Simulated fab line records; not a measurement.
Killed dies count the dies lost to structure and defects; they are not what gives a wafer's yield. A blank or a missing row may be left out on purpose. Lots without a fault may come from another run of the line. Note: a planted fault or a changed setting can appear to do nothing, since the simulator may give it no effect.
Chamber matching :: flow n5Finfet :: N5_BEOL_M4_ETCH_77 on rieDiel-02: 4 sister chambers
The step etches underlayer in N2/H2, target depth 6.5 nm, time 5.2 s. 18 wafers are shown with their chamber, then 9 later ones without.

WAFERS, EACH WITH ITS CHAMBER
wafer: L074.2
chamber: 0
drypumpMotorCurrentA (A): 6.3
oesProductAu (a.u.): 0.66
throttleValvePct (%): 17.94

wafer: L074.3
chamber: 1
drypumpMotorCurrentA (A): 5.4
oesProductAu (a.u.): 0.63
throttleValvePct (%): 17.81

wafer: L074.6
chamber: 0
drypumpMotorCurrentA (A): 6.4
oesProductAu (a.u.): 0.65
throttleValvePct (%): 17.95

wafer: L075.1
chamber: 0
drypumpMotorCurrentA (A): 6.4
oesProductAu (a.u.): 0.65
throttleValvePct (%): 17.96

wafer: L075.3
chamber: 2
drypumpMotorCurrentA (A): 5.8
oesProductAu (a.u.): 0.59
throttleValvePct (%): 18.11

wafer: L075.5
chamber: 2
drypumpMotorCurrentA (A): 5.8
oesProductAu (a.u.): 0.58
throttleValvePct (%): 18.10

wafer: L076.2
chamber: 1
drypumpMotorCurrentA (A): 5.4
oesProductAu (a.u.): 0.62
throttleValvePct (%): 17.83

wafer: L076.3
chamber: 0
drypumpMotorCurrentA (A): 6.3
oesProductAu (a.u.): 0.65
throttleValvePct (%): 17.91

wafer: L076.5
chamber: 1
drypumpMotorCurrentA (A): 5.4
oesProductAu (a.u.): 0.62
throttleValvePct (%): 17.85

wafer: L077.3
chamber: 3
drypumpMotorCurrentA (A): 6.0
oesProductAu (a.u.): 0.72
throttleValvePct (%): 17.80

wafer: L077.5
chamber: 3
drypumpMotorCurrentA (A): 5.9
oesProductAu (a.u.): 0.72
throttleValvePct (%): 17.81

wafer: L077.6
chamber: 2
drypumpMotorCurrentA (A): 5.8
oesProductAu (a.u.): 0.58
throttleValvePct (%): 18.09

wafer: L078.2
chamber: 2
drypumpMotorCurrentA (A): 5.8
oesProductAu (a.u.): 0.59
throttleValvePct (%): 18.09

wafer: L078.4
chamber: 0
drypumpMotorCurrentA (A): 6.4
oesProductAu (a.u.): 0.64
throttleValvePct (%): 17.96

wafer: L078.6
chamber: 3
drypumpMotorCurrentA (A): 6.0
oesProductAu (a.u.): 0.72
throttleValvePct (%): 17.81

wafer: L079.2
chamber: 1
drypumpMotorCurrentA (A): 5.4
oesProductAu (a.u.): 0.61
throttleValvePct (%): 17.85

wafer: L079.3
chamber: 0
drypumpMotorCurrentA (A): 6.3
oesProductAu (a.u.): 0.64
throttleValvePct (%): 17.93

wafer: L079.6
chamber: 1
drypumpMotorCurrentA (A): 5.4
oesProductAu (a.u.): 0.61
throttleValvePct (%): 17.85

SIGNATURES (averages over the wafers above)
reading: drypumpMotorCurrentA
chamber 0: 6.350
chamber 1: 5.400
chamber 2: 5.800
chamber 3: 5.967
scatter within a chamber: 0.0393

reading: oesProductAu
chamber 0: 0.6483
chamber 1: 0.6180
chamber 2: 0.5850
chamber 3: 0.7200
scatter within a chamber: 0.00688

reading: throttleValvePct
chamber 0: 17.9417
chamber 1: 17.8380
chamber 2: 18.0975
chamber 3: 17.8067
scatter within a chamber: 0.0158
Rule: distance of a wafer from a chamber = root of the sum over the readings of ((wafer's reading minus chamber's mean) / reading's scatter) squared. The wafer belongs to the nearest chamber; if the next one is less than 2 further off, it can't be placed. The scatter: the root of (the sum of the squares of (reading less its chamber's mean) over the shown wafers, divided by (wafers less chambers)).

WAFERS WITHOUT THEIR CHAMBER
wafer: L080.1
drypumpMotorCurrentA (A): 6.3
oesProductAu (a.u.): 0.63
throttleValvePct (%): 17.94

wafer: L080.3
drypumpMotorCurrentA (A): 6.0
oesProductAu (a.u.): 0.72
throttleValvePct (%): 17.82

wafer: L080.5
drypumpMotorCurrentA (A): 6.0
oesProductAu (a.u.): 0.72
throttleValvePct (%): 17.81

wafer: L086.1
drypumpMotorCurrentA (A): 6.4
oesProductAu (a.u.): 0.63
throttleValvePct (%): 17.95

wafer: L086.4
drypumpMotorCurrentA (A): 5.4
oesProductAu (a.u.): 0.61
throttleValvePct (%): 17.90

wafer: L086.6
drypumpMotorCurrentA (A): 6.0
oesProductAu (a.u.): 0.71
throttleValvePct (%): 17.82

wafer: L096.2
drypumpMotorCurrentA (A): 6.3
oesProductAu (a.u.): 0.62
throttleValvePct (%): 18.00

wafer: L096.3
drypumpMotorCurrentA (A): 6.0
oesProductAu (a.u.): 0.67
throttleValvePct (%): 17.87

wafer: L096.5
drypumpMotorCurrentA (A): 5.4
oesProductAu (a.u.): 0.58
throttleValvePct (%): 17.91

CHAMBER TAKEN BY EACH
wafer: L080.1
from the rows above: 0
in truth: 0

wafer: L080.3
from the rows above: 3
in truth: 3

wafer: L080.5
from the rows above: 3
in truth: 3

wafer: L086.1
from the rows above: 0
in truth: 0

wafer: L086.4
from the rows above: 1
in truth: 1

wafer: L086.6
from the rows above: 3
in truth: 3

wafer: L096.2
from the rows above: 0
in truth: 0

wafer: L096.3
from the rows above: 3
in truth: 3

wafer: L096.5
from the rows above: 1
in truth: 1
Placed correctly: 9 of 9. Can't be placed from these rows: 0. Placed wrongly: 0.
